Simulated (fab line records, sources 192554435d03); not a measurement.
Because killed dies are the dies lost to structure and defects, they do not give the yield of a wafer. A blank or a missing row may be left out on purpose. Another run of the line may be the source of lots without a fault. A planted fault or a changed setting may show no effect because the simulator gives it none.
fab line records	flow n5Finfet	part 1 of 2: steps 1 to 4 of 6
record lots=18	wafers=54	lastDay=20
route steps=1938 shown BEOL_M6@1210 BEOL_M7@1279
lots untouched by any fault: they come from a run of this same line in which no faults occurred
startH: hours from the record's opening day to when the first of the lot's shown wafers began	waitH: time in hours since the lot's previous step	" same as the row above	L1.1+2: one row covering several wafers at once	- either no value or no given start	* or withheld: withheld	< > ~ a bound
route shown NAME@n: NAME is a module with steps in the file, n the number in the route of the first one	usual: mean and standard deviation over wafers with no fault	same: alike in all rows	chamber/n: place in a boat	sites: each site's reading	_std_site: how widely they spread, as a standard deviation	_edge_site: the outer-site mean with the inner-site mean subtracted	radiusMm: for every site, how far away it sits from the centre of the wafer	mask NAME#n: copy n	behind: the most recent tool/chamber to have shaped the wafer	hold: what put the lot on hold/how long, in hours/how the hold closed	device: the n, p or np transistor that did not switch	end of line: the tests these same wafers got at the end of their route	where a step has no rows: the recipe by itself	killed: dies that structure and defects cost at the first sort, which is not the same as the wafer's yield	map: a wafer's dies, marking killed ones x, the rest . and places with no die _
set.NAME: the run value of the setting; set.NAME@STEP: its run value at that earlier step	model.NAME: the simulator's own value behind a step, which no gauge read
a sample of lots followed through the steps of the route, with each step as a table and each wafer as a row
services: from which hour (startH, from the record's first day; less than 0 if before it) a tool's chamber was out of use, for how many hours, and why
## steps
# step N5_BEOL_M6_DESCUM_16
# recipe chemistry=O2	timeS=7.9	sourcePowerW=50	biasPowerW=20	pressureMtorr=20	rfFrequencyHz=2.712e+07	tempC=40	resist=CAR-ArF	o2FlowSccm=225
# usual chamberPressureMTorr=19.998/0.019	drypumpMotorCurrentA=5.6/0.53	oesProductAu=0.81/0.076	rfVppV=243.7/1.5	showerheadPlenumPTorr=2.12/0.084	throttleValvePct=20.42/0.18
# same timeS=7.9
lot.wafer	tool	chamber	startH	waitH	chamberPressureMTorr	drypumpMotorCurrentA	oesProductAu	rfHoursCounterH	rfVppV	showerheadPlenumPTorr	throttleValvePct
L074.1	rieDiel-04	1	210.25	0.0	20.014	5.0	0.87	35	244.8	2.22	20.12
L074.4	"	3	"	"	20.000	6.0	0.99	3	244.5	2.23	20.34
L074.6	"	1	"	"	19.974	5.1	0.87	-	247.2	2.22	20.14
L076.2	rieDiel-03	1	218.90	0.0	20.018	6.5	0.85	77	243.1	2.20	20.38
L076.3	"	0	"	"	20.026	5.5	0.96	14	242.2	2.04	20.07
L076.5	"	2	"	"	19.992	5.3	0.71	-	240.7	1.98	20.50
L075.1	rieDiel-01	3	219.76	0.0	20.020	6.3	0.87	43	241.8	2.05	20.50
L075.4	"	2	"	"	19.987	5.3	0.90	32	246.1	2.23	20.32
L075.5	"	2	"	"	19.999	5.4	0.89	-	244.2	2.23	20.30
L079.4	rieDiel-01	3	241.42	0.2	19.999	6.3	0.85	51	242.2	2.05	20.52
L079.5	"	2	"	"	19.987	5.3	0.88	-	245.6	2.22	20.32
L079.6	"	3	"	"	20.021	6.3	0.86	-	242.0	2.05	20.51
L077.1	rieDiel-03	2	241.54	0.1	20.021	5.3	0.71	226	241.3	1.97	20.52
L077.4	"	3	"	"	19.994	4.8	0.71	221	243.9	2.16	20.76
L077.5	"	3	"	"	19.958	4.9	0.71	-	243.6	2.16	20.77
L081.1	rieDiel-03	3	245.25	0.2	19.991	4.8	0.69	223	243.9	2.16	20.78
L081.4	"	2	"	"	19.988	5.3	0.71	227	240.7	1.97	20.53
L081.5	"	3	"	"	20.000	4.8	0.71	-	244.6	2.16	20.76
L080.2	rieDiel-03	0	250.68	0.0	20.040	5.5	0.92	26	242.3	2.04	20.09
L080.3	"	2	"	"	20.050	5.3	0.70	229	242.2	1.97	20.53
L080.6	"	2	"	"	20.007	5.3	0.71	-	241.3	1.97	20.53
L083.1	rieDiel-01	3	265.70	0.5	20.009	6.3	0.84	59	242.6	2.04	20.52
L083.4	"	3	"	"	20.021	6.3	0.85	-	241.5	2.04	20.51
L083.6	"	1	"	"	19.978	5.1	0.84	-	246.8	2.21	20.39
L084.2	rieDiel-03	1	280.09	0.1	19.992	6.5	0.82	96	245.0	2.20	20.39
L084.3	"	3	"	"	20.007	4.8	0.69	236	243.4	2.15	20.78
L084.5	"	2	"	"	19.979	5.3	0.70	-	241.3	1.97	20.54
L085.3	rieDiel-03	2	290.87	0.0	19.994	5.3	0.71	242	241.6	1.97	20.55
L085.4	"	0	"	"	19.980	5.5	0.90	38	242.1	2.04	20.10
L085.5	"	2	"	"	20.006	5.3	0.70	-	241.2	1.97	20.55
L086.1	rieDiel-01	3	291.03	0.0	19.996	6.3	0.84	67	242.5	2.04	20.52
L086.4	"	1	"	"	19.982	5.1	0.84	72	245.0	2.21	20.40
L086.5	"	2	"	"	19.979	5.3	0.86	-	244.9	2.22	20.35
L087.4	rieDiel-03	0	294.94	0.0	19.982	5.5	0.89	39	241.2	2.04	20.12
L087.5	"	1	"	"	19.997	6.5	0.82	-	244.7	2.20	20.41
L087.6	"	0	"	"	20.018	5.5	0.89	-	243.1	2.04	20.11
L090.1	rieDiel-01	1	315.02	0.1	20.020	5.1	0.82	80	246.5	2.21	20.40
L090.5	"	1	"	"	19.975	5.1	0.83	-	244.1	2.21	20.41
L090.6	"	2	"	"	19.974	5.3	0.85	-	244.4	2.21	20.36
L092.2	rieDiel-01	3	322.73	0.0	19.988	6.3	0.83	78	242.1	2.04	20.55
L092.4	"	2	"	"	19.983	5.3	0.84	69	244.3	2.21	20.38
L092.5	"	1	"	"	19.996	5.1	0.82	-	244.8	2.21	20.42
L094.2	rieDiel-01	1	333.88	0.4	20.002	5.1	0.81	88	245.6	2.20	20.43
L094.4	"	2	"	"	19.996	5.4	0.84	73	246.0	2.21	20.37
L094.5	"	0	"	"	20.033	5.7	0.76	-	243.2	2.09	20.38
L095.1	rieDiel-04	3	357.61	1.2	19.988	6.0	0.86	61	244.2	2.20	20.41
L095.3	"	2	"	"	19.997	6.1	0.75	159	244.3	2.10	20.36
L095.6	"	2	"	"	19.993	6.1	0.74	-	243.2	2.10	20.37
L096.2	rieDiel-03	0	360.84	0.4	19.994	5.5	0.85	65	243.6	2.03	20.17
L096.4	"	1	"	"	19.997	6.5	0.79	127	244.8	2.19	20.46
L096.6	"	3	"	"	20.001	4.8	1.01	-	244.5	2.14	20.40
L097.1	rieDiel-01	3	364.92	0.0	20.007	6.3	0.80	95	241.6	2.03	20.57
L097.2	"	0	"	"	19.999	5.8	0.75	154	243.4	2.09	20.42
L097.5	"	1	"	"	19.947	5.1	0.80	-	244.8	2.20	20.44
# step N5_BEOL_M6_OVL_MEAS_29
# recipe pointsPerWafer=522
# usual V5_OVL=0.0/0.76
lot.wafer	tool	chamber	startH	waitH	V5_OVL[nm]
L074.1	overlay-01	0	211.32	0.0	0.8
L074.4	"	0	"	"	0.4
L074.6	"	0	"	"	1.0
L076.2	overlay-01	0	222.33	0.0	0.2
L076.3	"	0	"	"	0.4
L076.5	"	0	"	"	0.7
L075.1	overlay-02	0	222.37	0.0	0.1
L075.4	"	0	"	"	0.3
L075.5	"	0	"	"	0.1
L079.4	overlay-01	0	244.18	0.0	-0.7
L079.5	"	0	"	"	0.2
L079.6	"	0	"	"	0.2
L077.1	overlay-02	0	244.20	0.0	-2.1
L077.4	"	0	"	"	-0.4
L077.5	"	0	"	"	-1.5
L081.1	overlay-02	0	246.05	0.0	-0.6
L081.4	"	0	"	"	0.8
L081.5	"	0	"	"	0.0
L080.2	overlay-02	0	251.70	0.0	-0.2
L080.3	"	0	"	"	1.0
L080.6	"	0	"	"	0.6
L083.1	overlay-02	0	267.32	0.0	-0.9
L083.4	"	0	"	"	-1.1
L083.6	"	0	"	"	-1.5
L084.2	overlay-01	0	281.93	0.0	-0.7
L084.3	"	0	"	"	-0.2
L084.5	"	0	"	"	0.3
L085.3	overlay-02	0	291.84	0.0	-1.2
L085.4	"	0	"	"	-0.7
L085.5	"	0	"	"	-0.6
L086.1	overlay-02	0	293.50	0.0	0.6
L086.4	"	0	"	"	-0.9
L086.5	"	0	"	"	-0.9
L087.4	overlay-01	0	298.45	0.0	0.0
L087.5	"	0	"	"	1.0
L087.6	"	0	"	"	0.9
L090.1	overlay-01	0	316.40	0.0	0.4
L090.5	"	0	"	"	0.4
L090.6	"	0	"	"	-0.3
L092.2	overlay-01	0	323.72	0.0	-0.9
L092.4	"	0	"	"	-0.6
L092.5	"	0	"	"	-0.3
L094.2	overlay-01	0	335.85	0.0	0.7
L094.4	"	0	"	"	0.5
L094.5	"	0	"	"	-0.5
L095.1	overlay-02	0	360.00	0.0	-0.4
L095.3	"	0	"	"	-0.3
L095.6	"	0	"	"	-0.2
L096.2	overlay-02	0	361.85	0.0	0.0
L096.4	"	0	"	"	0.8
L096.6	"	0	"	"	-0.3
L097.1	overlay-01	0	366.90	0.0	0.2
L097.2	"	0	"	"	-0.8
L097.5	"	0	"	"	0.5
# step N5_BEOL_M6_ETCH_72
# recipe chemistry=N2/H2	target=underlayer	targetDepthA=65	maskMaterial=CAR-EUV	timeS=5.2	ionEnergyEv=200	pressureMtorr=30	sourceW=840	biasW=150	n2FlowSccm=200	h2FlowSccm=200	ends=cleared
# usual chamberPressureMTorr=30.00/0.04	drypumpMotorCurrentA=5.6/0.54	etchRfOnTimeS=5.17/0.064	oesProductAu=0.69/0.065	rfVppV=524.9/2.9	showerheadPlenumPTorr=2.58/0.1	throttleValvePct=17.83/0.24
lot.wafer	tool	chamber	startH	waitH	chamberPressureMTorr	drypumpMotorCurrentA	etchRfOnTimeS	oesProductAu	rfHoursCounterH	rfVppV	showerheadPlenumPTorr	throttleValvePct
L074.1	rieDiel-03	3	211.45	0.0	29.95	4.8	5.16	0.61	211	526.2	2.62	18.23
L074.4	"	2	"	"	30.00	5.3	5.24	0.61	217	522.1	2.42	18.10
L074.6	"	3	"	"	30.01	4.9	5.19	0.61	-	527.2	2.62	18.24
L076.2	rieDiel-01	2	222.45	0.0	30.00	5.3	5.18	0.76	33	527.5	2.70	17.68
L076.3	"	1	"	"	29.99	5.1	5.19	0.74	50	526.7	2.70	17.77
L076.5	"	1	"	"	30.05	5.1	5.11	0.74	-	527.2	2.70	17.78
L075.1	rieDiel-03	2	222.50	0.0	29.95	5.3	5.18	0.61	221	518.4	2.42	18.09
L075.4	"	3	"	"	30.05	4.8	5.19	0.60	215	524.9	2.62	18.22
L075.5	"	0	"	"	30.03	5.5	5.10	0.82	-	521.8	2.48	17.41
L079.4	rieDiel-04	3	244.44	0.0	29.98	6.0	5.03	0.81	16	527.4	2.71	17.74
L079.5	"	2	"	"	29.94	6.1	5.16	0.65	-	524.0	2.55	17.64
L079.6	"	1	"	"	30.02	5.1	5.21	0.74	-	527.8	2.70	17.65
L077.1	rieDiel-03	2	244.51	0.0	30.01	5.3	5.23	0.61	227	521.6	2.41	18.11
L077.4	"	1	"	"	30.01	6.5	5.09	0.71	85	525.4	2.69	17.88
L077.5	"	3	"	"	30.00	4.8	5.20	0.61	-	526.9	2.61	18.24
L081.1	rieDiel-01	0	246.26	0.0	29.97	5.7	5.18	0.66	116	524.8	2.55	17.67
L081.4	"	1	"	"	29.94	5.1	5.11	0.73	58	527.7	2.69	17.81
L081.5	"	2	"	"	29.95	5.4	5.13	0.75	-	529.2	2.70	17.70
L080.2	rieDiel-04	0	251.82	0.0	29.99	5.3	5.35	0.72	66	520.3	2.48	17.76
L080.3	"	2	"	"	30.08	6.1	5.19	0.66	118	523.6	2.55	17.64
L080.6	"	2	"	"	30.01	6.1	5.25	0.66	-	523.4	2.55	17.66
L083.1	rieDiel-03	0	267.44	0.0	29.99	5.5	5.13	0.78	31	523.6	2.48	17.45
L083.4	"	2	"	"	30.07	5.3	5.26	0.60	236	521.1	2.41	18.14
L083.6	"	0	"	"	30.03	5.5	5.10	0.79	-	523.8	2.48	17.44
L084.2	rieDiel-01	0	282.05	0.0	30.03	5.8	5.19	0.67	124	523.5	2.54	17.70
L084.3	"	1	"	"	30.00	5.1	5.17	0.72	68	527.7	2.69	17.80
L084.5	"	1	"	"	29.97	5.1	5.06	0.73	-	526.6	2.69	17.83
L085.3	rieDiel-04	2	291.96	0.0	29.99	6.1	5.16	0.65	131	524.3	2.54	17.65
L085.4	"	1	"	"	30.01	5.0	5.20	0.71	63	527.9	2.69	17.71
L085.5	"	1	"	"	29.95	5.0	5.32	0.70	-	525.2	2.69	17.70
L086.1	rieDiel-03	0	293.63	0.0	30.01	5.5	5.06	0.77	39	523.7	2.47	17.45
L086.4	"	3	"	"	30.05	4.8	5.14	0.59	239	525.6	2.61	18.29
L086.5	"	3	"	"	29.94	4.8	5.13	0.60	-	526.1	2.61	18.28
L087.4	rieDiel-03	0	298.64	0.0	29.98	5.5	5.13	0.77	40	523.3	2.47	17.47
L087.5	"	1	"	"	30.01	6.5	5.16	0.69	-	526.3	2.68	17.93
L087.6	"	2	"	"	30.01	5.3	5.30	0.60	-	518.7	2.41	18.13
L090.1	rieDiel-01	3	316.53	0.0	30.07	6.3	5.12	0.70	76	520.4	2.47	17.96
L090.5	"	0	"	"	29.99	5.8	5.21	0.64	-	523.0	2.54	17.75
L090.6	"	3	"	"	30.03	6.3	5.11	0.70	-	522.0	2.47	17.91
L092.2	rieDiel-04	3	323.84	0.0	29.95	6.0	5.14	0.75	48	528.1	2.69	17.80
L092.4	"	0	"	"	29.99	5.3	5.30	0.69	95	520.7	2.46	17.81
L092.5	"	0	"	"	29.99	5.3	5.33	0.69	-	523.2	2.46	17.82
L094.2	rieDiel-03	1	336.42	0.0	29.96	6.5	5.22	0.67	118	525.9	2.67	17.97
L094.4	"	0	"	"	29.98	5.5	5.16	0.74	-	523.3	2.47	17.48
L094.5	"	1	"	"	30.02	6.5	5.17	0.67	-	526.5	2.67	17.94
L095.1	rieDiel-04	3	360.13	0.0	29.96	6.1	5.01	0.74	62	524.8	2.69	17.82
L095.3	"	2	"	"	30.02	6.1	5.19	0.62	160	523.7	2.53	17.70
L095.6	"	0	"	"	30.03	5.3	5.21	0.67	-	521.4	2.46	17.85
L096.2	rieDiel-01	1	362.17	0.0	30.01	5.1	5.18	0.69	100	528.7	2.67	17.87
L096.4	"	0	"	"	29.96	5.8	5.18	0.64	154	524.5	2.53	17.74
L096.6	"	0	"	"	30.02	5.7	5.24	0.64	-	523.0	2.53	17.77
L097.1	rieDiel-03	2	367.03	0.0	29.93	5.3	5.09	0.81	15	527.6	2.72	17.73
L097.2	"	3	"	"	30.00	4.8	5.15	0.85	4	526.0	2.60	17.85
L097.5	"	1	"	"	30.03	6.5	5.23	0.66	-	525.9	2.67	17.97
# step N5_BEOL_M7_DESCUM_16
# recipe chemistry=O2	timeS=7.9	sourcePowerW=50	biasPowerW=20	pressureMtorr=20	rfFrequencyHz=2.712e+07	tempC=40	resist=CAR-ArF	o2FlowSccm=225
# usual chamberPressureMTorr=19.999/0.02	drypumpMotorCurrentA=5.8/0.53	oesProductAu=0.80/0.079	rfVppV=242.8/1.2	showerheadPlenumPTorr=2.08/0.065	throttleValvePct=20.35/0.19
# same timeS=7.9
lot.wafer	tool	chamber	startH	waitH	chamberPressureMTorr	drypumpMotorCurrentA	oesProductAu	rfHoursCounterH	rfVppV	showerheadPlenumPTorr	throttleValvePct
L074.1	rieDiel-06	2	215.84	0.0	19.986	6.6	0.70	244	243.3	2.06	20.68
L074.4	"	3	"	"	19.993	5.8	0.78	112	241.8	2.03	20.64
L074.6	"	3	"	"	20.029	5.8	0.79	-	242.0	2.03	20.63
L076.2	rieDiel-06	3	229.64	0.0	20.011	5.8	0.79	116	240.9	2.03	20.63
L076.3	"	2	"	"	20.028	6.5	0.69	249	242.4	2.06	20.69
L076.5	"	2	"	"	19.993	6.6	0.68	-	241.9	2.06	20.70
L075.1	rieDiel-05	3	229.90	0.0	20.009	5.8	0.75	160	242.4	2.19	20.20
L075.4	"	2	"	"	20.013	5.3	0.88	43	242.6	2.04	20.24
L075.5	"	3	"	"	20.002	5.8	0.74	-	244.4	2.19	20.17
L079.4	rieDiel-06	0	251.18	0.8	20.018	6.2	0.69	-	242.9	2.06	20.26
L079.5	"	3	"	"	20.012	5.8	0.78	-	242.7	2.02	20.64
L079.6	"	1	"	"	20.013	5.2	0.79	-	241.8	2.03	20.43
L077.1	rieDiel-05	3	251.40	1.0	19.998	5.8	0.74	167	245.4	2.19	20.20
L077.4	"	2	"	"	20.019	5.3	0.88	49	241.5	2.04	20.25
L077.5	"	2	"	"	19.984	5.3	0.88	-	240.8	2.04	20.23
L081.1	rieDiel-02	0	251.74	0.0	20.016	5.7	0.79	114	245.0	2.11	20.10
L081.4	"	3	"	"	19.982	4.7	0.81	82	241.6	2.02	20.09
L081.5	"	2	"	"	19.964	6.1	0.81	-	243.0	2.12	20.51
L080.2	rieDiel-02	2	257.47	0.0	19.989	6.1	0.80	89	243.9	2.12	20.52
L080.3	"	3	"	"	19.994	4.7	0.81	85	240.9	2.02	20.09
L080.6	"	2	"	"	20.026	6.1	0.81	-	241.7	2.12	20.52
L083.1	rieDiel-06	1	275.45	0.5	19.943	5.2	0.78	121	242.2	2.03	20.44
L083.4	"	2	"	"	19.981	6.6	1.00	-	242.5	2.06	20.34
L083.6	"	3	"	"	19.991	5.8	0.78	-	240.7	2.02	20.64
L084.2	rieDiel-05	3	290.96	0.0	19.983	5.8	0.73	176	243.9	2.19	20.21
L084.3	"	0	"	"	19.998	5.0	0.75	189	243.9	2.17	20.27
L084.5	"	2	"	"	19.987	5.3	0.86	-	242.1	2.03	20.25
L085.3	rieDiel-06	0	299.10	0.0	20.010	6.2	0.98	4	242.5	2.06	19.88
L085.4	"	2	"	"	20.005	6.6	0.96	8	243.9	2.06	20.36
L085.5	"	2	"	"	19.988	6.6	0.97	-	242.4	2.06	20.36
L086.1	rieDiel-06	0	299.35	0.1	19.994	6.2	0.97	4	242.9	2.06	19.90
L086.4	"	1	"	"	19.993	5.2	0.77	128	241.7	2.02	20.47
L086.5	"	2	"	"	19.979	6.6	0.97	-	242.7	2.06	20.34
L087.4	rieDiel-06	3	305.05	0.2	19.996	5.8	0.75	143	241.2	2.02	20.67
L087.5	"	3	"	"	20.012	5.8	0.76	-	241.2	2.02	20.66
L087.6	"	2	"	"	19.991	6.6	0.95	-	243.2	2.06	20.34
L090.1	rieDiel-05	0	323.41	0.5	19.977	5.0	0.73	197	244.0	2.16	20.29
L090.5	"	3	"	"	19.976	5.8	0.72	-	245.2	2.18	20.23
L090.6	"	0	"	"	19.981	5.0	0.73	-	244.3	2.16	20.28
L092.2	rieDiel-06	0	329.67	0.0	19.998	6.2	0.96	8	242.2	2.06	19.91
L092.4	"	2	"	"	20.012	6.6	0.93	20	241.7	2.05	20.37
L092.5	"	3	"	"	20.015	5.8	0.75	-	242.5	2.01	20.69
L094.2	rieDiel-06	0	341.79	0.2	20.001	6.2	0.94	13	243.4	2.05	19.91
L094.4	"	3	"	"	19.965	5.8	0.75	157	241.6	2.01	20.69
L094.5	"	2	"	"	20.016	6.6	0.92	-	244.2	2.05	20.37
L095.1	rieDiel-05	1	365.70	0.2	20.013	5.9	0.71	205	242.4	2.07	20.23
L095.3	"	0	"	"	19.972	5.0	0.72	209	244.1	2.16	20.30
L095.6	"	2	"	"	20.008	5.3	0.84	-	241.9	2.02	20.28
L096.2	rieDiel-02	0	367.99	0.0	19.986	5.7	0.76	148	243.5	2.10	20.16
L096.4	"	1	"	"	19.993	6.4	0.81	89	246.4	2.22	20.45
L096.6	"	3	"	"	20.024	4.7	0.77	-	243.2	2.01	20.14
L097.1	rieDiel-06	0	371.28	0.0	20.024	6.2	0.92	22	242.4	2.05	19.93
L097.2	"	2	"	"	20.007	6.6	0.91	33	240.8	2.05	20.38
L097.5	"	1	"	"	20.004	5.2	0.75	-	241.8	2.02	20.51
